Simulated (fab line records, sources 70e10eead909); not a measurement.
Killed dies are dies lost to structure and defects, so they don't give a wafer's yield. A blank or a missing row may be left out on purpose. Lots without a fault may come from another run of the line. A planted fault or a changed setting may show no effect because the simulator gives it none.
fab line records | flow nand_harc
record lots=12 wafers=36 last_day=32
route steps=1302 shown P_M2@328 P_BONDPAD@351 END@1302
lots that met no fault: from a run of the same line without faults
start_h: hours from the record's first day to the start of the lot's first wafer shown | wait_h: hours since the lot's step before | " the same as in the row above | L1.1+2: a row that stands for several wafers | - no value, or no start given | * or withheld: withheld | < > ~ a bound
route shown NAME@n: a module of which the file shows steps, and the number in the route of the first | usual: mean/standard deviation of fault-free wafers | same: alike in all rows | chamber/n: place in a boat | sites: the reading at each site | _std_site: their standard deviation | _edge_site: outer sites' mean less inner sites' | radius_mm: how far each site lies from the wafer's centre | mask NAME#n: copy n | behind: the tool/chamber that last shaped the wafer | hold: why the lot was held/for how many hours/how that ended | device: the transistor (n, p or np) that didn't switch | end of line: the same wafers' tests at the end of the route | a step without rows: its recipe alone | killed: dies lost to structure and defects at the first sort, not the wafer's yield | map: a wafer's dies, x killed, . not, _ none there
set.NAME: the setting as run; set.NAME@STEP: as run at that earlier step | model.NAME: the simulator's own value behind a step, which no gauge read
steps of the route over a sample of lots; a table a step, a row a wafer
services: from which hour (start_h, from the record's first day; less than 0 if before it) a tool's chamber was out of use, for how many hours, and why
## steps
# step NHARC_P_M2_CD_MEAS_09
# recipe target_cd_nm=170 landing_energy_ev=500
# usual cd_nm=169.9/0.56
# same landing_energy_ev=500
# columns lot.wafer tool chamber start_h wait_h cd_nm
L269.2 cd_sem-03 0 135.13 - 170.1
L269.3 " 0 " " 170.3
L269.6 " 0 " " 170.7
L270.2 cd_sem-03 0 142.57 - 170.8
L270.3 " 0 " " 169.5
L270.5 " 0 " " 169.4
L271.2 cd_sem-01 0 146.48 - 170.9
L271.4 " 0 " " 171.2
L271.6 " 0 " " 170.8
L272.2 cd_sem-03 0 164.48 - 169.4
L272.4 " 0 " " 169.8
L272.5 " 0 " " 169.5
L275.1 cd_sem-02 0 190.71 - 169.1
L275.2 " 0 " " 169.6
L275.4 " 0 " " 169.4
L280.2 cd_sem-01 0 240.48 - 169.2
L280.5 " 0 " " 169.0
L280.6 " 0 " " 170.4
L282.2 cd_sem-02 0 258.75 - 169.7
L282.5 " 0 " " 169.6
L282.6 " 0 " " 169.7
L283.1 cd_sem-02 0 275.43 - 170.5
L283.4 " 0 " " 170.3
L283.6 " 0 " " 169.7
L284.1 cd_sem-02 0 276.61 - 169.1
L284.2 " 0 " " 169.2
L284.5 " 0 " " 168.9
L286.1 cd_sem-03 0 298.99 - 169.0
L286.3 " 0 " " 169.3
L286.6 " 0 " " 169.5
L288.1 cd_sem-01 0 322.47 - 170.6
L288.2 " 0 " " 170.5
L288.6 " 0 " " 171.2
L289.1 cd_sem-02 0 329.90 - 169.5
L289.2 " 0 " " 169.2
L289.6 " 0 " " 169.4
# step NHARC_P_M2_STRIP_18
# recipe power_w=1000 n2_flow_sccm=150 h2_flow_sccm=150 ar_flow_sccm=0 bias_w=0 chemistry=N2/H2
# usual drypump_motor_current_A=5.7/0.52 oes_product_au=1.003/0.0076 rf_vpp_V=90.8/0.89 showerhead_plenum_p_Torr=2.08/0.077 throttle_valve_pct=14.171/0.0092
# columns lot.wafer tool chamber start_h wait_h drypump_motor_current_A oes_product_au rf_hours_counter_h rf_vpp_V showerhead_plenum_p_Torr throttle_valve_pct
L269.2 rie_diel-05 3 135.71 0.1 5.5 0.996 3.5 91.3 2.18 14.170
L269.3 " 0 " " 5.4 1.006 2.7 92.2 2.15 14.180
L269.6 " 3 " " 5.5 1.007 - 91.6 2.18 14.176
L270.3 rie_diel-05 0 143.23 0.1 5.5 1.000 3.3 91.8 2.15 14.163
L270.2 " 1 " " 6.0 0.996 4.3 90.2 2.04 14.168
L270.5 " 3 " " 5.5 0.995 - 90.5 2.18 14.185
L271.2 rie_diel-03 1 147.08 0.1 6.2 1.010 0.4 89.3 2.02 14.174
L271.4 " 0 " " 6.6 1.003 0.4 91.6 2.13 14.179
L271.6 " 1 " " 6.2 1.010 - 90.3 2.02 14.180
L272.2 rie_diel-03 2 165.06 0.1 5.0 1.004 2.7 90.1 2.05 14.175
L272.4 " 3 " " 5.6 1.004 2.1 90.4 2.01 14.165
L272.5 " 2 " " 4.9 1.002 - 91.2 2.05 14.159
L275.4 rie_diel-03 0 191.27 0.1 6.6 0.998 3.3 92.0 2.13 14.143
L275.2 " 1 " " 6.2 1.004 3.8 90.0 2.02 14.172
L275.1 " 3 " " 5.6 1.007 3.1 90.6 2.01 14.161
L280.2 rie_diel-03 3 241.04 0.1 5.6 0.998 7.7 89.8 2.01 14.167
L280.6 " 3 " " 5.6 0.999 - 90.6 2.01 14.171
L280.5 " 0 " " 6.5 0.993 - 90.7 2.13 14.161
L282.2 rie_diel-03 3 259.32 0.1 5.5 1.018 8.6 90.6 2.01 14.160
L282.5 " 3 " " 5.5 1.011 - 90.8 2.01 14.180
L282.6 " 0 " " 6.5 1.006 - 90.3 2.13 14.176
L283.1 rie_diel-05 3 275.99 0.1 5.5 1.008 2.3 92.3 2.18 14.161
L283.4 " 0 " " 5.5 0.996 2.4 91.9 2.15 14.179
L283.6 " 3 " " 5.5 1.002 - 90.8 2.18 14.174
L284.2 rie_diel-05 3 277.17 0.1 5.5 1.000 2.4 91.2 2.18 14.162
L284.1 " 1 " " 6.0 1.002 2.4 91.5 2.04 14.174
L284.5 " 0 " " 5.5 0.997 - 90.4 2.15 14.171
L286.3 rie_diel-05 3 299.55 0.1 5.5 0.998 4.3 90.7 2.18 14.172
L286.1 " 1 " " 6.0 0.996 4.3 91.5 2.04 14.175
L286.6 " 3 " " 5.5 1.002 - 90.0 2.18 14.184
L288.1 rie_diel-03 3 323.04 0.1 5.6 0.989 1.7 88.8 2.01 14.163
L288.2 " 0 " " 6.6 0.998 1.2 90.9 2.13 14.170
L288.6 " 0 " " 6.6 0.987 - 91.3 2.13 14.167
L289.1 rie_diel-05 2 330.47 0.1 5.7 0.992 5.2 92.6 2.21 14.184
L289.2 " 0 " " 5.4 1.005 7.5 91.2 2.15 14.164
L289.6 " 3 " " 5.5 0.991 - 90.2 2.18 14.188
# step NHARC_P_M2_DEP_33
# recipe target_thk_a=300 temp_c=370 target_thk_nm=30 pressure_torr=3 flow_sccm=200 rf_w=450 material=SiCN
# usual heater_power_outer_w=342/53 heater_power_w=576/80
# columns lot.wafer tool chamber start_h wait_h heater_power_outer_w heater_power_w
L269.2 pecvd-03 0 138.11 0.1 380 546
L269.3 " 2 " " 358 663
L269.6 " 0 " " 389 528
L270.3 pecvd-04 2 145.53 0.1 279 461
L270.2 " 0 " " 326 519
L270.5 " 0 " " 323 516
L271.2 pecvd-04 1 149.46 0.1 342 627
L271.4 " 0 " " 375 606
L271.6 " 2 " " 230 406
L272.2 pecvd-03 1 167.47 0.1 397 650
L272.4 " 2 " " 365 660
L272.5 " 0 " " 305 444
L275.1 pecvd-04 0 193.65 0.1 394 599
L275.2 " 2 " " 270 438
L275.4 " 0 " " 399 613
L280.2 pecvd-03 0 243.45 0.1 399 567
L280.5 " 2 " " 257 509
L280.6 " 1 " " 385 623
L282.2 pecvd-04 1 261.75 0.1 377 673
L282.5 " 0 " " 413 622
L282.6 " 1 " " 380 686
L283.1 pecvd-04 0 278.44 0.1 405 606
L283.4 " 0 " " 388 612
L283.6 " 0 " " 395 630
L284.1 pecvd-03 2 279.59 0.1 328 595
L284.2 " 0 " " 348 486
L284.5 " 2 " " 335 618
L286.3 pecvd-01 0 301.99 0.1 322 587
L286.1 " 1 " " 299 563
L286.6 " 0 " " 331 574
L288.1 pecvd-03 2 325.51 0.1 319 599
L288.2 " 1 " " 419 677
L288.6 " 2 " " 329 616
L289.1 pecvd-01 1 332.85 0.1 279 524
L289.2 " 0 " " 256 493
L289.6 " 1 " " 272 523
# step NHARC_P_BONDPAD_DEP_00
# recipe target_thk_a=2500 temp_c=370 target_thk_nm=250 pressure_torr=3 flow_sccm=200 rf_w=450 material=SiCN
# usual heater_power_outer_w=329/53 heater_power_w=566/66
# columns lot.wafer tool chamber start_h wait_h heater_power_outer_w heater_power_w
L269.2 pecvd-03 2 138.50 - 335 629
L269.3 " 1 " " 374 632
L269.6 " 1 " " 390 645
L270.2 pecvd-01 0 145.99 - 335 586
L270.3 " 1 " " 248 493
L270.5 " 0 " " 328 580
L271.2 pecvd-03 2 149.86 - 359 661
L271.6 " 1 " " 414 665
L271.4 " 2 " " 367 658
L271.2 pecvd-03 2 150.43 - 360 644
L271.6 " 1 " " 410 665
L271.4 " 2 " " 357 653
L272.2 pecvd-04 0 167.88 - 379 586
L272.4 " 1 " " 361 643
L272.5 " 2 " " 278 467
L275.1 pecvd-01 1 194.11 - 278 521
L275.2 " 2 " " 346 590
L275.4 " 0 " " 335 596
L275.1 pecvd-01 1 194.71 - 259 506
L275.2 " 2 " " 345 596
L275.4 " 0 " " 339 581
L280.2 pecvd-01 0 243.91 - 311 543
L280.6 " 1 " " 291 550
L280.5 " 2 " " 337 572
L282.2 pecvd-04 0 262.14 - 397 591
L282.5 " 2 " " 258 434
L282.6 " 1 " " 381 676
L283.1 pecvd-01 2 279.02 0.5 301 555
L283.4 " 0 " " 258 480
L283.6 " 1 " " 246 510
L284.2 pecvd-04 2 280.01 - 262 440
L284.1 " 0 " " 385 609
L284.5 " 0 " " 407 601
L286.3 pecvd-01 0 302.34 - 292 528
L286.1 " 1 " " 296 551
L286.6 " 1 " " 208 447
L288.2 pecvd-04 2 326.10 0.5 276 474
L288.1 " 0 " " 347 545
L288.6 " 1 " " 332 603
L289.1 pecvd-03 1 333.30 - 430 725
L289.2 " 2 " " 313 590
L289.6 " 0 " " 414 592
# step NHARC_P_BONDPAD_THK_MEAS_33
# recipe thk_meas_gauge=ellipsometry
# usual thk_nm=200.0/1.5
# columns lot.wafer tool chamber start_h wait_h thk_nm
L269.2 film_metro-01 - 139.16 0.2 202.1
L269.3 " - " " 198.8
L269.6 " - " " 203.2
L270.2 film_metro-01 - 146.61 0.2 200.1
L270.3 " - " " 201.8
L270.5 " - " " 204.2
L271.2 film_metro-02 - 151.14 0.2 196.7
L271.4 " - " " 203.2
L271.6 " - " " 203.8
L272.2 film_metro-01 - 168.56 0.2 202.0
L272.4 " - " " 199.7
L272.5 " - " " 199.2
L275.1 film_metro-02 - 195.42 0.2 208.4
L275.2 " - " " 203.5
L275.4 " - " " 203.0
L275.1 film_metro-02 - 195.59 0.2 207.6
L275.2 " - " " 203.0
L275.4 " - " " 201.6
L280.2 film_metro-01 - 244.48 0.2 199.2
L280.5 " - " " 200.1
L280.6 " - " " 201.6
L282.2 film_metro-01 - 262.75 0.2 199.4
L282.5 " - " " 198.1
L282.6 " - " " 198.5
L283.1 film_metro-01 - 279.58 0.2 198.0
L283.4 " - " " 202.1
L283.6 " - " " 201.1
L284.1 film_metro-02 - 280.80 0.2 200.7
L284.2 " - " " 201.2
L284.5 " - " " 199.7
L286.1 film_metro-02 - 303.00 0.2 197.7
L286.3 " - " " 199.1
L286.6 " - " " 199.0
L288.1 film_metro-01 - 326.72 0.2 200.5
L288.2 " - " " 199.6
L288.6 " - " " 199.7
L289.1 film_metro-01 - 333.92 0.2 200.9
L289.2 " - " " 197.6
L289.6 " - " " 201.4
# step NHARC_END_SORT_01
# recipe temp_c=25
# usual defect_limited_yield=90/3.3 killed_at_array=61/22 killed_at_other=0.8/1 killed_at_periphery=3.8/2.3 killed_dies=66/22 killed_open=3.2/1.9 killed_short=2.8/1.8
# same gross_dies=677
# columns lot.wafer tool chamber start_h wait_h defect_limited_yield[%] killed_at_array killed_at_other killed_at_periphery killed_dies killed_open killed_short
L269.2 prober-01 0 582.82 2.8 96 23 1 3 27 4 6
L269.3 prober-01 0 583.62 3.1 96 22 0 2 24 1 5
L269.6 prober-01 0 586.04 4.0 97 20 1 1 22 2 2
L272.2 prober-02 0 582.89 2.8 86 93 0 4 97 3 1
L272.4 prober-02 0 584.48 3.4 89 70 0 5 75 1 2
L272.5 prober-02 0 585.28 3.7 86 87 0 6 93 3 1
L270.2 prober-01 0 590.65 2.8 94 40 0 3 43 3 3
L270.3 prober-01 0 591.45 3.1 93 44 1 3 48 3 0
L270.5 prober-01 0 593.07 3.7 91 57 1 6 64 6 2
L271.2 prober-02 0 590.67 2.8 86 89 0 3 92 5 6
L271.4 prober-02 0 592.26 3.4 83 112 1 2 115 6 4
L271.6 prober-02 0 593.86 4.0 87 85 1 3 89 4 4
L275.1 prober-01 0 623.34 2.5 88 80 1 3 84 5 7
L275.2 prober-01 0 624.13 2.8 86 87 2 3 92 3 6
L275.4 prober-01 0 625.71 3.4 88 75 0 3 78 3 4
L280.2 prober-01 0 670.95 2.8 86 86 1 9 96 2 1
L280.5 prober-01 0 673.32 3.7 86 90 0 6 96 3 5
L280.6 prober-01 0 674.11 3.9 86 91 0 5 96 4 2
L284.1 prober-01 0 696.38 2.5 90 54 2 10 66 2 4
L284.2 prober-01 0 697.17 2.8 93 41 1 7 49 1 1
L284.5 prober-01 0 699.56 3.7 90 57 1 8 66 3 0
L282.2 prober-02 0 697.21 2.8 89 73 1 1 75 4 2
L282.5 prober-02 0 699.54 3.6 88 73 1 4 78 3 3
L282.6 prober-02 0 700.31 3.9 88 76 1 2 79 3 4
L283.1 prober-02 0 704.14 2.5 92 48 2 6 56 1 2
L283.4 prober-02 0 706.55 3.4 90 64 0 2 66 5 1
L283.6 prober-02 0 708.16 4.0 94 32 3 4 39 6 2
L286.1 prober-01 0 742.65 2.5 89 70 3 3 76 1 3
L286.3 prober-01 0 744.24 3.1 87 87 0 2 89 3 2
L286.6 prober-01 0 746.62 4.0 86 94 2 2 98 3 0
L288.1 prober-02 0 750.34 2.5 90 66 0 2 68 4 1
L288.2 prober-02 0 751.15 2.8 87 82 1 2 85 4 5
L288.6 prober-02 0 754.37 4.0 91 58 0 5 63 1 2
L289.1 prober-01 0 752.42 2.5 90 64 1 2 67 3 3
L289.2 prober-01 0 753.23 2.8 94 38 1 3 42 3 0
L289.6 prober-01 0 756.47 4.0 91 53 0 5 58 2 1
# killed by level:class
L269.2 A_CHANNEL_HOLE_D2:chamber_film_flake=5 A_STAIRCASE:chamber_film_flake=4 A_CHANNEL_FILL_D1:geometric_particle:short=2 A_CONTACT:chamber_film_flake=2 A_M1:chamber_film_flake=2 P_GATE:geometric_particle:short=1 P_M1:geometric_particle:open=1 A_ONON_D1:geometric_particle:open=1
L272.2 A_CHANNEL_HOLE_D2:chamber_film_flake=39 A_CHANNEL_HOLE_D1:chamber_film_flake=37 A_STAIRCASE:chamber_film_flake=9 P_GATE:chamber_film_flake=2 A_DECK1_JOINT:chamber_film_flake=2 A_ONON_D2:geometric_particle:open=1 A_CHANNEL_HOLE_D2:geometric_particle:open=1 A_M0:geometric_particle:open=1
L269.3 A_CHANNEL_HOLE_D2:chamber_film_flake=5 A_STAIRCASE:chamber_film_flake=4 A_CONTACT:chamber_film_flake=4 A_WL_FILL:chamber_film_flake=2 A_CHANNEL_FILL_D1:geometric_particle:short=1 A_DECK1_JOINT:geometric_particle:short=1 A_DECK1_JOINT:geometric_particle:open=1 A_ONON_D2:geometric_particle:short=1
L272.4 A_CHANNEL_HOLE_D1:chamber_film_flake=30 A_CHANNEL_HOLE_D2:chamber_film_flake=23 A_STAIRCASE:chamber_film_flake=6 P_GATE:chamber_film_flake=4 A_SLIT:chamber_film_flake=3 A_CONTACT:unspecified=2 A_ONON_D1:geometric_particle:open=1 A_CHANNEL_FILL_D1:geometric_particle:short=1
L272.5 A_CHANNEL_HOLE_D2:chamber_film_flake=41 A_CHANNEL_HOLE_D1:chamber_film_flake=30 P_GATE:chamber_film_flake=5 A_STAIRCASE:chamber_film_flake=5 A_CONTACT:chamber_film_flake=4 A_SLIT:chamber_film_flake=2 A_SOURCE_PLATE:geometric_particle:open=1 A_DECK1_JOINT:geometric_particle:open=1
L269.6 A_STAIRCASE:chamber_film_flake=5 A_CONTACT:chamber_film_flake=4 A_CHANNEL_HOLE_D1:chamber_film_flake=2 A_CHANNEL_HOLE_D2:chamber_film_flake=2 A_WL_FILL:chamber_film_flake=2 A_M1:chamber_film_flake=2 A_ONON_D1:geometric_particle:open=1 A_WL_FILL:geometric_particle:short=1
L270.2 A_SLIT:chamber_film_flake=24 A_CHANNEL_HOLE_D2:chamber_film_flake=6 A_M0:geometric_particle:open=3 A_CONTACT:chamber_film_flake=2 A_CHANNEL_FILL_D1:geometric_particle:short=1 A_SGD_CUT:geometric_particle:short=1 A_WL_FILL:geometric_particle:short=1 P_STI:chamber_film_flake=1
L271.2 A_SLIT:chamber_film_flake=27 A_CHANNEL_HOLE_D2:chamber_film_flake=24 A_CHANNEL_HOLE_D1:chamber_film_flake=21 A_STAIRCASE:chamber_film_flake=3 A_CONTACT:chamber_film_flake=2 A_BONDPAD:chamber_film_flake=2 P_M0:geometric_particle:open=1 P_M1:geometric_particle:open=1
L270.3 A_SLIT:chamber_film_flake=28 A_CHANNEL_HOLE_D2:chamber_film_flake=6 A_CONTACT:chamber_film_flake=4 P_GATE:chamber_film_flake=2 P_GATE:geometric_particle:open=1 A_BLC:geometric_particle:open=1 A_M0:geometric_particle:open=1 A_CHANNEL_HOLE_D1:chamber_film_flake=1
L271.4 A_CHANNEL_HOLE_D2:chamber_film_flake=38 A_CHANNEL_HOLE_D1:chamber_film_flake=32 A_SLIT:chamber_film_flake=25 A_CHANNEL_FILL_D2:geometric_particle:open=3 A_STAIRCASE:chamber_film_flake=3 A_CONTACT:chamber_film_flake=2 P_CONTACT:geometric_particle:short=1 A_CHANNEL_FILL_D1:geometric_particle:short=1
L270.5 A_SLIT:chamber_film_flake=34 A_CHANNEL_HOLE_D2:chamber_film_flake=8 A_ONON_D1:geometric_particle:open=2 P_ZERO_WELL:chamber_film_flake=2 A_DECK1_JOINT:chamber_film_flake=2 A_STAIRCASE:chamber_film_flake=2 P_M0:geometric_particle:open=1 A_ONON_D2:geometric_particle:open=1
L271.6 A_CHANNEL_HOLE_D2:chamber_film_flake=26 A_CHANNEL_HOLE_D1:chamber_film_flake=25 A_SLIT:chamber_film_flake=20 A_BONDPAD:chamber_film_flake=3 A_CONTACT:chamber_film_flake=2 P_STI:geometric_particle:short=1 P_GATE:geometric_particle:open=1 A_ONON_D1:geometric_particle:short=1
L275.1 A_CHANNEL_HOLE_D1:chamber_film_flake=34 A_SLIT:chamber_film_flake=17 A_CHANNEL_HOLE_D2:chamber_film_flake=9 A_CHANNEL_FILL_D1:geometric_particle:short=3 A_DECK1_JOINT:chamber_film_flake=3 A_CONTACT:chamber_film_flake=3 A_CHANNEL_FILL_D2:geometric_particle:short=2 P_M0:chamber_film_flake=2
L275.2 A_CHANNEL_HOLE_D1:chamber_film_flake=36 A_SLIT:chamber_film_flake=26 A_CHANNEL_HOLE_D2:chamber_film_flake=8 A_CONTACT:chamber_film_flake=4 A_M1:chamber_film_flake=3 A_WL_FILL:geometric_particle:short=2 P_BONDPAD:chamber_film_flake=2 A_STAIRCASE:chamber_film_flake=2
L275.4 A_CHANNEL_HOLE_D1:chamber_film_flake=33 A_SLIT:chamber_film_flake=20 A_CHANNEL_HOLE_D2:chamber_film_flake=12 P_BONDPAD:chamber_film_flake=2 A_CONTACT:chamber_film_flake=2 P_CONTACT:geometric_particle:open=1 A_ONON_D1:geometric_particle:open=1 A_ONON_D1:geometric_particle:short=1
L280.2 A_CHANNEL_HOLE_D1:chamber_film_flake=35 A_SLIT:chamber_film_flake=29 A_CHANNEL_HOLE_D2:chamber_film_flake=15 P_CONTACT:chamber_film_flake=8 A_WL_FILL:geometric_particle:open=1 A_CONTACT:geometric_particle:open=1 A_M0:geometric_particle:short=1 P_ZERO_WELL:chamber_film_flake=1
L280.5 A_CHANNEL_HOLE_D1:chamber_film_flake=39 A_SLIT:chamber_film_flake=33 A_CHANNEL_HOLE_D2:chamber_film_flake=8 P_CONTACT:chamber_film_flake=4 A_ONON_D2:geometric_particle:short=3 P_CONTACT:geometric_particle:open=2 A_CHANNEL_FILL_D1:chamber_film_flake=2 A_CHANNEL_FILL_D1:geometric_particle:open=1
L280.6 A_CHANNEL_HOLE_D1:chamber_film_flake=41 A_SLIT:chamber_film_flake=22 A_CHANNEL_HOLE_D2:chamber_film_flake=21 P_CONTACT:chamber_film_flake=3 A_ZERO_WELL:chamber_film_flake=2 P_CONTACT:geometric_particle:open=1 P_M0:geometric_particle:open=1 A_ONON_D1:geometric_particle:short=1
L284.1 A_CHANNEL_HOLE_D1:chamber_film_flake=38 P_CONTACT:chamber_film_flake=5 A_SLIT:chamber_film_flake=4 A_WL_FILL:chamber_film_flake=3 P_GATE:chamber_film_flake=2 A_ONON_D1:geometric_particle:short=2 A_STAIRCASE:chamber_film_flake=2 THIN_TSV:chamber_film_flake=2
L284.2 A_CHANNEL_HOLE_D1:chamber_film_flake=31 P_CONTACT:chamber_film_flake=3 A_WL_FILL:chamber_film_flake=3 P_ZERO_WELL:chamber_film_flake=2 A_SLIT:chamber_film_flake=2 A_BLC:chamber_film_flake=2 A_ONON_D1:geometric_particle:short=1 A_ONON_D2:geometric_particle:open=1
L282.2 A_CHANNEL_HOLE_D1:chamber_film_flake=33 A_SLIT:chamber_film_flake=23 A_CONTACT:chamber_film_flake=6 A_WL_FILL:chamber_film_flake=3 P_CONTACT:geometric_particle:open=1 A_ONON_D1:geometric_particle:short=1 A_CHANNEL_HOLE_D1:geometric_particle:open=1 A_DECK1_JOINT:geometric_particle:open=1
L282.5 A_CHANNEL_HOLE_D1:chamber_film_flake=35 A_SLIT:chamber_film_flake=20 A_WL_FILL:chamber_film_flake=5 A_CONTACT:chamber_film_flake=5 P_CONTACT:geometric_particle:open=1 P_M0:geometric_particle:open=1 A_CHANNEL_HOLE_D2:geometric_particle:open=1 A_STAIRCASE:geometric_particle:short=1
L284.5 A_CHANNEL_HOLE_D1:chamber_film_flake=44 A_BLC:chamber_film_flake=4 A_SLIT:chamber_film_flake=3 P_ZERO_WELL:chamber_film_flake=2 P_GATE:chamber_film_flake=2 P_CONTACT:chamber_film_flake=2 A_CONTACT:chamber_film_flake=2 P_GATE:geometric_particle:open=1
L282.6 A_SLIT:chamber_film_flake=31 A_CHANNEL_HOLE_D1:chamber_film_flake=28 A_CONTACT:chamber_film_flake=6 A_WL_FILL:chamber_film_flake=2 P_M0:geometric_particle:open=1 A_ONON_D1:geometric_particle:open=1 A_CHANNEL_FILL_D1:geometric_particle:short=1 A_DECK1_JOINT:geometric_particle:short=1
L283.1 A_SLIT:chamber_film_flake=37 A_CHANNEL_HOLE_D2:chamber_film_flake=6 P_ZERO_WELL:chamber_film_flake=3 A_STAIRCASE:chamber_film_flake=2 THIN_TSV:chamber_film_flake=2 P_GATE:geometric_particle:open=1 P_M0:geometric_particle:short=1 A_ONON_D1:geometric_particle:short=1
L283.4 A_SLIT:chamber_film_flake=32 A_CHANNEL_HOLE_D1:chamber_film_flake=10 A_CHANNEL_HOLE_D2:chamber_film_flake=8 A_STAIRCASE:chamber_film_flake=7 A_WL_FILL:geometric_particle:open=2 A_CHANNEL_FILL_D1:chamber_film_flake=2 P_CONTACT:geometric_particle:open=1 A_DECK1_JOINT:geometric_particle:short=1
L283.6 A_SLIT:chamber_film_flake=15 A_CHANNEL_HOLE_D2:chamber_film_flake=6 A_CHANNEL_HOLE_D1:chamber_film_flake=4 THIN_TSV:chamber_film_flake=3 P_CONTACT:geometric_particle:open=2 A_STAIRCASE:chamber_film_flake=2 P_GATE:geometric_particle:open=1 P_M0:geometric_particle:open=1
L286.1 A_CHANNEL_HOLE_D1:chamber_film_flake=34 A_SLIT:chamber_film_flake=12 A_CHANNEL_HOLE_D2:chamber_film_flake=11 A_CONTACT:chamber_film_flake=6 A_WL_FILL:chamber_film_flake=3 P_ZERO_WELL:chamber_film_flake=2 THIN_TSV:chamber_film_flake=2 P_M0:geometric_particle:open=1
L286.3 A_SLIT:chamber_film_flake=29 A_CHANNEL_HOLE_D1:chamber_film_flake=27 A_CHANNEL_HOLE_D2:chamber_film_flake=14 A_STAIRCASE:chamber_film_flake=6 A_CONTACT:chamber_film_flake=5 P_CONTACT:geometric_particle:open=1 A_CHANNEL_FILL_D1:geometric_particle:short=1 A_CHANNEL_FILL_D2:geometric_particle:open=1
L286.6 A_CHANNEL_HOLE_D1:chamber_film_flake=37 A_SLIT:chamber_film_flake=24 A_CHANNEL_HOLE_D2:chamber_film_flake=21 A_CONTACT:chamber_film_flake=4 A_STAIRCASE:chamber_film_flake=2 A_WL_FILL:chamber_film_flake=2 THIN_TSV:chamber_film_flake=2 P_CONTACT:geometric_particle:open=1
L288.1 A_CHANNEL_HOLE_D1:chamber_film_flake=32 A_CHANNEL_HOLE_D2:chamber_film_flake=17 A_SLIT:chamber_film_flake=4 A_WL_FILL:chamber_film_flake=4 A_STAIRCASE:chamber_film_flake=3 P_ZERO_WELL:chamber_film_flake=2 A_ONON_D1:geometric_particle:open=1 A_DECK1_JOINT:geometric_particle:short=1
L288.2 A_CHANNEL_HOLE_D1:chamber_film_flake=31 A_CHANNEL_HOLE_D2:chamber_film_flake=28 A_SLIT:chamber_film_flake=8 A_STAIRCASE:chamber_film_flake=4 A_CHANNEL_FILL_D1:geometric_particle:short=3 P_ZERO_WELL:chamber_film_flake=2 A_WL_FILL:chamber_film_flake=2 A_CHANNEL_FILL_D1:geometric_particle:open=1
L289.1 A_CHANNEL_HOLE_D2:chamber_film_flake=23 A_SLIT:chamber_film_flake=22 A_CHANNEL_HOLE_D1:chamber_film_flake=7 P_GATE:geometric_particle:open=2 A_ONON_D2:geometric_particle:short=2 A_CHANNEL_FILL_D1:chamber_film_flake=2 A_STAIRCASE:chamber_film_flake=2 A_CONTACT:chamber_film_flake=2
L289.2 A_CHANNEL_HOLE_D2:chamber_film_flake=14 A_SLIT:chamber_film_flake=10 A_CHANNEL_HOLE_D1:chamber_film_flake=4 A_CONTACT:chamber_film_flake=4 A_WL_FILL:chamber_film_flake=2 P_M0:geometric_particle:open=1 P_M2:geometric_particle:open=1 A_CHANNEL_HOLE_D1:geometric_particle:open=1
L288.6 A_CHANNEL_HOLE_D1:chamber_film_flake=29 A_CHANNEL_HOLE_D2:chamber_film_flake=17 A_STAIRCASE:chamber_film_flake=3 A_SLIT:chamber_film_flake=3 P_STI:chamber_film_flake=2 A_CONTACT:chamber_film_flake=2 P_STI:geometric_particle:short=1 P_CONTACT:geometric_particle:open=1
L289.6 A_SLIT:chamber_film_flake=20 A_CHANNEL_HOLE_D2:chamber_film_flake=15 A_CHANNEL_HOLE_D1:chamber_film_flake=10 A_CONTACT:chamber_film_flake=5 P_GATE:geometric_particle:open=1 A_SOURCE_PLATE:geometric_particle:open=1 A_CHANNEL_FILL_D2:geometric_particle:short=1 P_ZERO_WELL:chamber_film_flake=1
## services
# columns tool chamber start_h hours kind
rie_diel-03 - 114.41 9.0 pm
pecvd-04 - 127.92 13.0 pm
pecvd-04 0 127.92 13.0 vent_cycle
pecvd-04 1 127.92 13.0 vent_cycle
pecvd-04 2 127.92 13.0 vent_cycle
pecvd-01 - 130.14 13.0 pm
rie_diel-03 0 135.67 5.0 repair
pecvd-04 0 140.92 - clean
pecvd-04 1 163.69 4.2 repair
pecvd-03 - 173.08 2.4 repair
pecvd-03 - 185.00 13.0 pm
pecvd-01 1 212.34 20.4 repair
rie_diel-05 - 229.60 9.0 pm
rie_diel-05 2 248.70 1.9 repair
rie_diel-03 2 255.55 3.6 repair
rie_diel-03 3 266.55 14.2 repair
pecvd-04 1 271.63 17.4 repair
rie_diel-05 2 276.29 23.8 repair
rie_diel-03 - 291.41 9.0 pm
pecvd-04 - 308.92 13.0 pm
pecvd-01 - 311.14 13.0 pm
rie_diel-05 2 311.35 4.4 repair
rie_diel-03 1 322.78 5.0 repair
pecvd-04 0 331.84 4.2 repair
## key
first_sign step=NHARC_P_BONDPAD_DEP_00 reading=visit direction=added
effect step=NHARC_P_BONDPAD_THK_MEAS_33 reading=visit direction=added
met_at NHARC_P_BONDPAD_DEP_00
struck_lots L271,L275
not_acting_at NHARC_P_M2_CD_MEAS_09,NHARC_P_M2_STRIP_18,NHARC_P_M2_DEP_33
fault kind=repeated_step_whole tool=pecvd-01,pecvd-03,pecvd-04 chamber=- onset_h=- steps=NHARC_P_BONDPAD_DEP_00 times=1 scope=struck_lots_only
